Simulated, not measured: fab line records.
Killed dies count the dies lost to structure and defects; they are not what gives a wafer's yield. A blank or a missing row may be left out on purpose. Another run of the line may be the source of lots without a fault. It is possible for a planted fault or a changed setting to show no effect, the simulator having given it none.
Chamber matching -- flow n5-finfet -- 4 sister chambers for N5_BEOL_M0_CUTY_DESCUM_61 on rie-diel-06
The step chemistry O2, time 7.9 s. 4 wafers are shown with their chamber, then 9 later ones without.

## WAFERS WITH THEIR CHAMBER
wafer,chamber,throttle-valve-pct (%)
L080.2,1,20.8
L084.1,2,20.3
L084.3,3,20.9
L084.5,0,20.0

## WAFERS MISSING THEIR CHAMBER
wafer,throttle-valve-pct (%)
L091.1,20.4
L091.2,20.8
L091.4,20.1
L095.1,21.0
L095.3,20.8
L095.6,20.1
L097.1,20.1
L097.3,20.4
L097.6,21.0

## CHAMBER TAKEN BY EACH
wafer,from the rows above,in truth
L091.1,2,2
L091.2,can't be placed: 1 or 3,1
L091.4,can't be placed: 0 or 2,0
L095.1,can't be placed: 3 or 1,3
L095.3,can't be placed: 1 or 3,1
L095.6,can't be placed: 0 or 2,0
L097.1,can't be placed: 0 or 2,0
L097.3,2,2
L097.6,can't be placed: 3 or 1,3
Placed correctly: 2 of 9. Cannot be placed on the basis of these rows: 7; the candidates contain the true chamber in 7. Wrongly placed: 0.
How it was worked out, from the rows above alone: a wafer's distance from a chamber is the root of the sum, over the readings, of the square of ((its reading less the chamber's mean) divided by the reading's scatter). The wafer belongs to the nearest chamber; if the next one is less than 2 further off, it can't be placed. A chamber's mean is the mean of its shown wafers. The scatter: with one shown wafer a chamber, the root of the mean of the squares of how far each hidden wafer lies from its nearest shown one.
